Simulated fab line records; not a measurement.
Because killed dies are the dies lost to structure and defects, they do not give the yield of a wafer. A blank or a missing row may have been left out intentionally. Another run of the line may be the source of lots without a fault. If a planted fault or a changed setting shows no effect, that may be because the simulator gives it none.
What tool caused it? / flow nand_harc / 12 lots with 36 wafers sampled at 6 steps, on a route of 1159 steps

== WHAT EACH GAUGE READ, for each wafer ==
NHARC_P_M2_CD_MEAS_09: target cd 170 nm. Usual: cd_nm at 170.1 nm, with a standard deviation of 0.79.
lot=L628; measured=day 6 01:56; on=cd_sem-03; cd_nm (nm)=170.2 170.1 170.6; flag=
lot=L630; measured=day 6 14:50; on=cd_sem-03; cd_nm (nm)=171.2 170.6 169.7; flag=
lot=L631; measured=day 6 18:28; on=cd_sem-03; cd_nm (nm)=170.2 170.0 171.2; flag=
lot=L633; measured=day 7 07:42; on=cd_sem-02; cd_nm (nm)=170.2 169.6 170.0; flag=
lot=L632; measured=day 7 08:41; on=cd_sem-02; cd_nm (nm)=178.7 179.1 179.8; flag=OFF
lot=L634; measured=day 7 21:31; on=cd_sem-02; cd_nm (nm)=179.6 179.7 178.6; flag=OFF
lot=L635; measured=day 7 22:08; on=cd_sem-02; cd_nm (nm)=177.4 177.6 177.8; flag=OFF
lot=L647; measured=day 10 19:40; on=cd_sem-03; cd_nm (nm)=170.9 169.8 170.1; flag=
lot=L648; measured=day 11 01:24; on=cd_sem-03; cd_nm (nm)=170.3 170.5 170.4; flag=
lot=L650; measured=day 11 10:10; on=cd_sem-02; cd_nm (nm)=169.8 169.7 170.1; flag=
lot=L649; measured=day 11 11:01; on=cd_sem-02; cd_nm (nm)=168.9 169.2 168.5; flag=
lot=L651; measured=day 11 14:58; on=cd_sem-02; cd_nm (nm)=169.0 169.4 169.9; flag=

NHARC_P_M2_INSPECT_11. Usual: raw_defect_count at 4.2, with a standard deviation of 2.6.
lot=L628; measured=day 6 02:04; on=defect_inspect-01; raw_defect_count=3 2 0; flag=
lot=L630; measured=day 6 14:57; on=defect_inspect-01; raw_defect_count=1 0 0; flag=
lot=L631; measured=day 6 18:35; on=defect_inspect-02; raw_defect_count=9 11 7; flag=
lot=L633; measured=day 7 07:49; on=defect_inspect-01; raw_defect_count=10 8 6; flag=
lot=L632; measured=day 7 08:49; on=defect_inspect-01; raw_defect_count=3 3 2; flag=
lot=L634; measured=day 7 21:38; on=defect_inspect-01; raw_defect_count=4 5 2; flag=
lot=L635; measured=day 7 22:16; on=defect_inspect-02; raw_defect_count=4 9 7; flag=
lot=L647; measured=day 10 19:47; on=defect_inspect-02; raw_defect_count=5 5 3; flag=
lot=L648; measured=day 11 01:31; on=defect_inspect-01; raw_defect_count=7 4 2; flag=
lot=L650; measured=day 11 10:18; on=defect_inspect-01; raw_defect_count=1 1 1; flag=
lot=L649; measured=day 11 11:08; on=defect_inspect-02; raw_defect_count=4 5 4; flag=
lot=L651; measured=day 11 15:05; on=defect_inspect-01; raw_defect_count=2 3 3; flag=

NHARC_END_SORT_01. Usual: defect_limited_yield 95.5 %, standard deviation 1.3; killed_at_array 26, standard deviation 8.4; killed_at_other 0.7, standard deviation 0.97; killed_at_periphery 3.2, standard deviation 2.2; killed_dies 30, standard deviation 8.5; killed_open 3.4, standard deviation 2; killed_short 2, standard deviation 1.3; sort_bin_2_pct 1.5 %, standard deviation 0.52; sort_bin_3_pct 0.21 %, standard deviation 0.18; sort_bin_4_pct 2.8 %, standard deviation 0.91; sort_n_pass 647, standard deviation 8.5; sort_rim_yield_pct 94.8 %, standard deviation 2.7; sort_yield_pct 95.5 %, standard deviation 1.3.
lot=L628; measured=day 19 01:39; on=prober-02; defect_limited_yield (%)=96.5 96.8 97.8; killed_at_array=20 21 12; killed_at_other=1 0 1; killed_at_periphery=3 1 2; killed_dies=24 22 15; killed_open=3 2 2; killed_short=2 1 2; sort_bin_2_pct (%)=1.5 1.5 0.6; sort_bin_3_pct (%)=0.30 0.30 0.30; sort_bin_4_pct (%)=1.8 1.5 1.3; sort_n_pass=653 655 662; sort_rim_yield_pct (%)=96.2 93.4 97.2; sort_yield_pct (%)=96.5 96.8 97.8; flag=
lot=L630; measured=day 20 01:22; on=prober-01; defect_limited_yield (%)=97.8 96.2 96.5; killed_at_array=15 26 23; killed_at_other=0 0 0; killed_at_periphery=0 0 1; killed_dies=15 26 24; killed_open=1 7 4; killed_short=4 2 5; sort_bin_2_pct (%)=0.7 0.9 1.5; sort_bin_3_pct (%)=0.15 0 0.15; sort_bin_4_pct (%)=1.3 3.0 1.9; sort_n_pass=662 651 653; sort_rim_yield_pct (%)=99.1 99.1 98.1; sort_yield_pct (%)=97.8 96.2 96.5; flag=
lot=L631; measured=day 20 03:01; on=prober-02; defect_limited_yield (%)=92.9 95.3 93.9; killed_at_array=38 23 37; killed_at_other=2 2 1; killed_at_periphery=8 7 3; killed_dies=48 32 41; killed_open=5 1 3; killed_short=3 2 3; sort_bin_2_pct (%)=2.8 1.3 1.8; sort_bin_3_pct (%)=0.15 0.30 0.15; sort_bin_4_pct (%)=4.1 3.1 4.1; sort_n_pass=629 645 636; sort_rim_yield_pct (%)=92.5 89.6 91.5; sort_yield_pct (%)=92.9 95.3 93.9; flag=
lot=L633; measured=day 20 15:53; on=prober-02; defect_limited_yield (%)=95.4 96.5 96.5; killed_at_array=25 20 16; killed_at_other=0 0 0; killed_at_periphery=6 4 8; killed_dies=31 24 24; killed_open=4 1 3; killed_short=6 0 0; sort_bin_2_pct (%)=1.6 1.8 1.9; sort_bin_3_pct (%)=0 0.15 0; sort_bin_4_pct (%)=3.0 1.6 1.6; sort_n_pass=646 653 653; sort_rim_yield_pct (%)=96.2 96.2 97.2; sort_yield_pct (%)=95.4 96.5 96.5; flag=
lot=L632; measured=day 20 15:55; on=prober-01; defect_limited_yield (%)=96.6 98.4 96.9; killed_at_array=20 8 16; killed_at_other=0 0 0; killed_at_periphery=3 3 5; killed_dies=23 11 21; killed_open=1 1 5; killed_short=3 1 1; sort_bin_2_pct (%)=1.3 0.7 0.9; sort_bin_3_pct (%)=0.44 0 0.44; sort_bin_4_pct (%)=1.6 0.9 1.8; sort_n_pass=654 666 656; sort_rim_yield_pct (%)=92.5 97.2 97.2; sort_yield_pct (%)=96.6 98.4 96.9; flag=
lot=L634; measured=day 21 02:22; on=prober-02; defect_limited_yield (%)=95.3 95.0 96.2; killed_at_array=29 31 21; killed_at_other=2 0 2; killed_at_periphery=1 3 3; killed_dies=32 34 26; killed_open=2 2 2; killed_short=0 1 3; sort_bin_2_pct (%)=1.3 1.3 1.2; sort_bin_3_pct (%)=0.44 0.30 0.15; sort_bin_4_pct (%)=3.0 3.4 2.5; sort_n_pass=645 643 651; sort_rim_yield_pct (%)=97.2 93.4 97.2; sort_yield_pct (%)=95.3 95.0 96.2; flag=
lot=L635; measured=day 21 09:55; on=prober-01; defect_limited_yield (%)=95.4 95.1 96.6; killed_at_array=28 25 20; killed_at_other=1 0 0; killed_at_periphery=2 8 3; killed_dies=31 33 23; killed_open=2 8 3; killed_short=5 2 4; sort_bin_2_pct (%)=1.3 1.2 1.0; sort_bin_3_pct (%)=0.30 0.30 0.15; sort_bin_4_pct (%)=3.0 3.4 2.2; sort_n_pass=646 644 654; sort_rim_yield_pct (%)=96.2 97.2 96.2; sort_yield_pct (%)=95.4 95.1 96.6; flag=
lot=L647; measured=day 23 21:59; on=prober-01; defect_limited_yield (%)=93.8 95.6 94.4; killed_at_array=41 27 36; killed_at_other=0 1 1; killed_at_periphery=1 2 1; killed_dies=42 30 38; killed_open=6 3 4; killed_short=1 1 1; sort_bin_2_pct (%)=1.8 1.8 1.8; sort_bin_3_pct (%)=0 0 0.15; sort_bin_4_pct (%)=4.4 2.7 3.7; sort_n_pass=635 647 639; sort_rim_yield_pct (%)=92.5 91.5 96.2; sort_yield_pct (%)=93.8 95.6 94.4; flag=
lot=L648; measured=day 23 18:33; on=prober-02; defect_limited_yield (%)=94.5 94.5 94.5; killed_at_array=32 33 32; killed_at_other=0 0 0; killed_at_periphery=5 4 5; killed_dies=37 37 37; killed_open=1 8 5; killed_short=5 3 2; sort_bin_2_pct (%)=1.8 1.6 1.9; sort_bin_3_pct (%)=0.74 0 0; sort_bin_4_pct (%)=3.0 3.8 3.5; sort_n_pass=640 640 640; sort_rim_yield_pct (%)=95.3 91.5 97.2; sort_yield_pct (%)=94.5 94.5 94.5; flag=
lot=L650; measured=day 24 13:57; on=prober-02; defect_limited_yield (%)=93.4 93.4 94.7; killed_at_array=42 43 33; killed_at_other=1 0 1; killed_at_periphery=2 2 2; killed_dies=45 45 36; killed_open=4 2 2; killed_short=1 5 1; sort_bin_2_pct (%)=2.4 1.8 1.9; sort_bin_3_pct (%)=0 0.30 0.44; sort_bin_4_pct (%)=4.3 4.6 3.0; sort_n_pass=632 632 641; sort_rim_yield_pct (%)=91.5 93.4 91.5; sort_yield_pct (%)=93.4 93.4 94.7; flag=
lot=L649; measured=day 24 23:52; on=prober-02; defect_limited_yield (%)=96.8 94.7 96.8; killed_at_array=22 34 20; killed_at_other=0 1 1; killed_at_periphery=0 1 1; killed_dies=22 36 22; killed_open=3 1 3; killed_short=2 1 4; sort_bin_2_pct (%)=1.6 2.2 1.2; sort_bin_3_pct (%)=0.15 0 0.30; sort_bin_4_pct (%)=1.5 3.1 1.8; sort_n_pass=655 641 655; sort_rim_yield_pct (%)=94.3 91.5 98.1; sort_yield_pct (%)=96.8 94.7 96.8; flag=
lot=L651; measured=day 24 17:28; on=prober-01; defect_limited_yield (%)=93.6 94.7 95.0; killed_at_array=42 34 30; killed_at_other=0 0 0; killed_at_periphery=1 2 4; killed_dies=43 36 34; killed_open=5 3 3; killed_short=2 4 2; sort_bin_2_pct (%)=2.4 2.2 1.2; sort_bin_3_pct (%)=0.59 0 0.15; sort_bin_4_pct (%)=3.4 3.1 3.7; sort_n_pass=634 641 643; sort_rim_yield_pct (%)=92.5 93.4 88.7; sort_yield_pct (%)=93.6 94.7 95.0; flag=

== WHAT TOOL EACH LOT RAN ON (gives the tool, then ch and the chambers of the sampled wafers, and finally the start) ==
lot=L628; NHARC_P_M1_PVD_20=pvd_sputter-02, day 6 01:51 or earlier; NHARC_P_M2_PEB_07=litho_track-01 ch 0, day 6 01:51; NHARC_P_M2_ETCH_15=rie_diel-07 ch 0,2,3, day 19 01:39 or earlier
lot=L630; NHARC_P_M1_PVD_20=pvd_sputter-02, day 6 14:45 or earlier; NHARC_P_M2_PEB_07=litho_track-01 ch 0, day 6 14:45; NHARC_P_M2_ETCH_15=rie_diel-07 ch 1,3, day 20 01:22 or earlier
lot=L631; NHARC_P_M1_PVD_20=pvd_sputter-01, day 6 18:23 or earlier; NHARC_P_M2_PEB_07=litho_track-01 ch 0, day 6 18:23; NHARC_P_M2_ETCH_15=rie_diel-07 ch 0,1, day 20 03:01 or earlier
lot=L633; NHARC_P_M1_PVD_20=pvd_sputter-02, day 7 07:37 or earlier; NHARC_P_M2_PEB_07=litho_track-01 ch 0, day 7 07:37; NHARC_P_M2_ETCH_15=rie_diel-07 ch 1,2,3, day 20 15:53 or earlier
lot=L632; NHARC_P_M1_PVD_20=pvd_sputter-02, day 7 08:37 or earlier; NHARC_P_M2_PEB_07=litho_track-01 ch 0, day 7 08:37; NHARC_P_M2_ETCH_15=rie_diel-07 ch 1,3, day 20 15:55 or earlier
lot=L634; NHARC_P_M1_PVD_20=pvd_sputter-03, day 7 21:26 or earlier; NHARC_P_M2_PEB_07=litho_track-01 ch 0, day 7 21:26; NHARC_P_M2_ETCH_15=rie_diel-07 ch 0,2, day 21 02:22 or earlier
lot=L635; NHARC_P_M1_PVD_20=pvd_sputter-02, day 7 22:04 or earlier; NHARC_P_M2_PEB_07=litho_track-01 ch 0, day 7 22:04; NHARC_P_M2_ETCH_15=rie_diel-11 ch 1,2, day 21 09:55 or earlier
lot=L647; NHARC_P_M1_PVD_20=pvd_sputter-02, day 10 19:35 or earlier; NHARC_P_M2_PEB_07=litho_track-06 ch 0, day 10 19:35; NHARC_P_M2_ETCH_15=rie_diel-10 ch 0,2,3, day 23 21:59 or earlier
lot=L648; NHARC_P_M1_PVD_20=pvd_sputter-03, day 11 01:19 or earlier; NHARC_P_M2_PEB_07=litho_track-06 ch 0, day 11 01:19; NHARC_P_M2_ETCH_15=rie_diel-07 ch 0,1,2, day 23 18:33 or earlier
lot=L650; NHARC_P_M1_PVD_20=pvd_sputter-03, day 11 10:05 or earlier; NHARC_P_M2_PEB_07=litho_track-06 ch 0, day 11 10:05; NHARC_P_M2_ETCH_15=rie_diel-07 ch 0,1,2, day 24 13:57 or earlier
lot=L649; NHARC_P_M1_PVD_20=pvd_sputter-03, day 11 10:56 or earlier; NHARC_P_M2_PEB_07=litho_track-01 ch 0, day 11 10:56; NHARC_P_M2_ETCH_15=rie_diel-07 ch 0,1,2, day 24 23:52 or earlier
lot=L651; NHARC_P_M1_PVD_20=pvd_sputter-01, day 11 14:53 or earlier; NHARC_P_M2_PEB_07=litho_track-01 ch 0, day 11 14:53; NHARC_P_M2_ETCH_15=rie_diel-07 ch 0,1,2, day 24 17:28 or earlier
- NHARC_P_M1_PVD_20: deposits TaN, target thk 5 nm, time 8.06 s.
- NHARC_P_M2_PEB_07: peb time 65 s.
- NHARC_P_M2_ETCH_15: etches the open film in C4F8/Ar, target depth 182.5 nm, time 91.2 s.

== WHAT THE TOOLS THEMSELVES READ (means of the sampled wafers that have a number; where no wafer has one, the mark that the record gives instead) ==
NHARC_P_M1_PVD_20. Usual: throttle_valve_pct at 30.0 %, with a standard deviation of 0.95.
lot=L628; tool=pvd_sputter-02; throttle_valve_pct (%)=30.1; flag=
lot=L630; tool=pvd_sputter-02; throttle_valve_pct (%)=29.8; flag=
lot=L631; tool=pvd_sputter-01; throttle_valve_pct (%)=29.4; flag=
lot=L633; tool=pvd_sputter-02; throttle_valve_pct (%)=30.3; flag=
lot=L632; tool=pvd_sputter-02; throttle_valve_pct (%)=30.0; flag=
lot=L634; tool=pvd_sputter-03; throttle_valve_pct (%)=30.9; flag=
lot=L635; tool=pvd_sputter-02; throttle_valve_pct (%)=30.5; flag=
lot=L647; tool=pvd_sputter-02; throttle_valve_pct (%)=30.7; flag=
lot=L648; tool=pvd_sputter-03; throttle_valve_pct (%)=30.9; flag=
lot=L650; tool=pvd_sputter-03; throttle_valve_pct (%)=31.4; flag=
lot=L649; tool=pvd_sputter-03; throttle_valve_pct (%)=29.6; flag=
lot=L651; tool=pvd_sputter-01; throttle_valve_pct (%)=29.2; flag=

NHARC_P_M2_ETCH_15. Usual: oes_product_au 0.952 a.u., standard deviation 0.022; rf_vpp_V 441.1 V, standard deviation 2.6.
lot=L628; tool=rie_diel-07; oes_product_au (a.u.)=0.970; rf_vpp_V (V)=442.4; flag=
lot=L630; tool=rie_diel-07; oes_product_au (a.u.)=0.919; rf_vpp_V (V)=440.3; flag=
lot=L631; tool=rie_diel-07; oes_product_au (a.u.)=0.945; rf_vpp_V (V)=443.0; flag=
lot=L633; tool=rie_diel-07; oes_product_au (a.u.)=0.920; rf_vpp_V (V)=441.0; flag=
lot=L632; tool=rie_diel-07; oes_product_au (a.u.)=0.967; rf_vpp_V (V)=439.1; flag=
lot=L634; tool=rie_diel-07; oes_product_au (a.u.)=0.969; rf_vpp_V (V)=444.2; flag=
lot=L635; tool=rie_diel-11; oes_product_au (a.u.)=0.928; rf_vpp_V (V)=438.1; flag=
lot=L647; tool=rie_diel-10; oes_product_au (a.u.)=0.945; rf_vpp_V (V)=441.7; flag=
lot=L648; tool=rie_diel-07; oes_product_au (a.u.)=0.965; rf_vpp_V (V)=441.6; flag=
lot=L650; tool=rie_diel-07; oes_product_au (a.u.)=0.970; rf_vpp_V (V)=443.2; flag=
lot=L649; tool=rie_diel-07; oes_product_au (a.u.)=0.967; rf_vpp_V (V)=444.0; flag=
lot=L651; tool=rie_diel-07; oes_product_au (a.u.)=0.977; rf_vpp_V (V)=442.6; flag=

== THE ANSWER, worked out from the rows above alone ==
Rule: a lot is off if the mean of its wafers that have a number lies more than 3 standard deviations from the usual mean. Also off: a lot with no number at a reading for which 4 or more lots have one. The other lots that the step has rows for count as sound. Order of review: gauges by route order, followed by the tools' own readings, for which a lot's mean as printed above is used. The first step at which some lot is off is used, and at that step the reading that is off furthest; a lot without a number counts as furthest.
Off: L632, L634, L635, at NHARC_P_M2_CD_MEAS_09 (cd_nm).
If a tool, at a process step before that reading, ran all the lots that are off and no sound lot after the first of them, it fits. Gauges at NHARC_P_M2_CD_MEAS_09: tried the same way as those tools. With no start given for some of its lots, NHARC_P_M1_PVD_20 uses the hours and lot order of NHARC_P_M2_PEB_07. Of those tried, none fits.

== WHAT HAD BEEN PUT IN BY THE SIMULATOR ==
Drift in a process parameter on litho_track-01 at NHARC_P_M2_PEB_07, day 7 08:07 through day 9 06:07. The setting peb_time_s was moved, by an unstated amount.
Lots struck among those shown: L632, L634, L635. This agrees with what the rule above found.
